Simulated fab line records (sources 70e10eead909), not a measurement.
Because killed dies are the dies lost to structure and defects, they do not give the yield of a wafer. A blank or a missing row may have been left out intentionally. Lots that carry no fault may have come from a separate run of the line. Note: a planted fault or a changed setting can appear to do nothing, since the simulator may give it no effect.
A lot that was struck, set against a sound lot | flow nand_harc | 39 out of 1302 route steps
Sound: the wafers L700.3, L700.4, L700.6. Struck: wafer L714.5. (L714.1, L714.6 of the same lot were not struck and are left out.) The cause comes at the end.
Per side, at each step with rows, come the tool, then ch with its chambers, and then its first start. Under that, the readings that differ: sound wafers | struck wafers | difference of the means | sigmas: that difference in standard deviations of wafers without a fault.
alike: a reading whose means differ by less than 2 such deviations, as well as words and numbers matching on both sides. not compared: withheld readings; readings where some wafer has no value; bounds like >300 that might hide an equal value; numbers whose values overlap and for which the record gives no deviation.
The two part at a step that has a row with sigmas, a row that says differs or no value, or rows on one side only. When numbers do not overlap yet have no deviation, they are printed without sigmas and do not part them. A reading missing from all wafers of one side parts the sides only when that side holds two or more wafers.

first, 7 steps without rows for these wafers: NHARC_P_BONDPAD_COAT_36 (time 65 s); NHARC_P_BONDPAD_COAT_03 (resist thk 600 nm); NHARC_P_BONDPAD_SOFTBAKE_04 (time 70 s); NHARC_P_BONDPAD_EBR_05; NHARC_P_BONDPAD_EXPOSE_06 (exposes mask P BPAD); NHARC_P_BONDPAD_PEB_07 (peb time 80 s); NHARC_P_BONDPAD_DEVELOP_08 (time 50 s).
NHARC_P_BONDPAD_CD_MEAS_09: the cd target is 500 nm.
  sound on cd_sem-03 ch 0, day 6 21:34; struck on cd_sem-01 ch 0, day 12 21:34
  alike: cd_nm
NHARC_P_BONDPAD_OVL_MEAS_38:
  sound on overlay-02, day 6 21:40; struck on overlay-02, day 12 21:40
  reading           | sound    | struck | difference | sigmas
  overlay_x_nm (nm) | -4 -4 -4 | 11     | +15        | +3
  alike: overlay_y_nm
then, 3 steps without rows for these wafers: NHARC_P_BONDPAD_HARDBAKE_10 (time 65 s); NHARC_P_BONDPAD_DESCUM_11 (chemistry O2, time 3 s); NHARC_P_BONDPAD_ETCH_37 (etches the open film in N2/H2, target depth 60 nm, overetch 18 nm, time 65.91 s).
NHARC_P_BONDPAD_ETCH_12: etches the open film in CHF3/O2, target depth 200 nm, time 100 s.
  sound on rie_diel-08 ch 1,2, day 6 21:57; struck on rie_diel-12 ch 2, day 12 22:03
  reading                | sound                | struck | difference | sigmas
  throttle_valve_pct (%) | 20.590 20.564 20.565 | 20.595 | +0.022     | +2
  alike: drypump_motor_current_A, oes_product_au, rf_vpp_V, showerhead_plenum_p_Torr
  not compared: rf_hours_counter_h
NHARC_P_BONDPAD_CD_MEAS_13:
  sound on cd_sem-01, day 6 22:06; struck on cd_sem-01, day 12 22:14
  alike: cd_nm
then, 1 step without rows for these wafers: NHARC_P_BONDPAD_STRIP_15 (strips in O2).
NHARC_P_BONDPAD_ETCH_24: etches the open film in CF4/N2, target depth 30 nm, time 72.99 s.
  sound on rie_diel-05 ch 1,3, day 6 22:21; struck on rie_diel-05 ch 3
  reading               | sound             | struck | difference | sigmas
  oes_product_au (a.u.) | 0.998 1.006 1.013 | 0.976  | -0.030     | -2
  alike: drypump_motor_current_A, rf_vpp_V, showerhead_plenum_p_Torr, throttle_valve_pct
  not compared: rf_hours_counter_h
then, 1 step without rows for these wafers: NHARC_P_BONDPAD_STRIP_16 (strips in post etch residue remover, time 600 s).
NHARC_P_BONDPAD_DEGAS_25: time 60 s.
  sound on pvd_sputter-02, day 6 22:49; struck on pvd_sputter-01, day 12 22:53
  alike: heater_power_w
NHARC_P_BONDPAD_PRE_CLEAN_26: time 30 s.
  sound on pvd_sputter-02; struck on pvd_sputter-01
  alike: heater_power_w
NHARC_P_BONDPAD_PVD_17: deposits TaN, target thk 5 nm, time 8.06 s.
  sound on pvd_sputter-02; struck on pvd_sputter-01
  alike: throttle_valve_pct
then, 4 steps without rows for these wafers: NHARC_P_BONDPAD_PVD_27 (deposits Cu, target thk 30 nm, time 20.49 s); NHARC_P_BONDPAD_ECD_18 (material Cu, target thk 400 nm); NHARC_P_BONDPAD_ANNEAL_28 (time 90 s); NHARC_P_BONDPAD_CMP_19 (polishes, t overpolish 30 s, cu recess touch 16 s, target thk 160.81 nm).
NHARC_P_BONDPAD_THK_MEAS_20: measures by xrf.
  sound on film_metro-02, day 7 00:11; struck on film_metro-02, day 13 00:16
  alike: thk_nm
then, 1 step without rows for these wafers: NHARC_P_BONDPAD_SRD_21 (time 30 s, dry time 20 s).
NHARC_P_BONDPAD_ACTIVATE_29: chemistry N2, time 60 s.
  sound on rie_diel-12 ch 0,1,3, day 7 00:31; struck on rie_diel-12 ch 3, day 13 00:34
  reading               | sound             | struck | difference | sigmas
  oes_product_au (a.u.) | 1.010 1.014 1.022 | 0.973  | -0.042     | -3
  alike: drypump_motor_current_A, rf_vpp_V, showerhead_plenum_p_Torr
  not compared: rf_hours_counter_h
then, 11 steps without rows for these wafers: NHARC_P_BONDPAD_PRECLEAN_30 (cleans in DIW, time 300 s); NHARC_P_BONDPAD_SRD_31 (time 30 s, dry time 20 s); NHARC_A_ZERO_WELL_PRECLEAN_00 (cleans in SPM, time 600 s); NHARC_A_ZERO_WELL_SRD_01; NHARC_A_ZERO_WELL_DEHYDRATE_02 (time 120 s); NHARC_A_ZERO_WELL_HMDS_03 (time 30 s); NHARC_A_ZERO_WELL_COAT_18 (time 65 s); NHARC_A_ZERO_WELL_COAT_04 (resist thk 600 nm); NHARC_A_ZERO_WELL_SOFTBAKE_05 (time 70 s); NHARC_A_ZERO_WELL_EBR_06; NHARC_A_ZERO_WELL_EXPOSE_07 (exposes mask A ZERO).
-- record jumps: 17 days between struck wafers' starts before vs after; left off in module A_ZERO_WELL, resumes in module END, first step shown is number 1302 of the route --
NHARC_END_SORT_01:
  sound on prober-01 ch 0, day 24 11:35; struck on prober-01 ch 0, day 30 07:45
  reading                  | sound          | struck | difference | sigmas
  defect_limited_yield (%) | 92.9 94.7 92.0 | 79.9   | -13.3      | -5
  killed_at_periphery      | 1 5 4          | 64     | +61        | +28
  killed_dies              | 48 36 54       | 136    | +90        | +5
  sort_bin_2_pct (%)       | 2.5 2.1 2.7    | 7.4    | +5.0       | +5
  sort_bin_3_pct (%)       | 0.7 0.4 0.7    | 2.8    | +2.2       | +6
  sort_bin_4_pct (%)       | 3.8 2.8 4.6    | 9.9    | +6.2       | +4
  sort_n_pass              | 629 641 623    | 541    | -90        | -5
  sort_yield_pct (%)       | 92.9 94.7 92.0 | 79.9   | -13.3      | -5
  alike: killed_at_array, killed_at_other, killed_open, killed_short, sort_rim_yield_pct

## WHERE THEY PART
At NHARC_P_BONDPAD_OVL_MEAS_38 first; at NHARC_END_SORT_01 last (within this record only).

WHY: whatever the simulator had introduced
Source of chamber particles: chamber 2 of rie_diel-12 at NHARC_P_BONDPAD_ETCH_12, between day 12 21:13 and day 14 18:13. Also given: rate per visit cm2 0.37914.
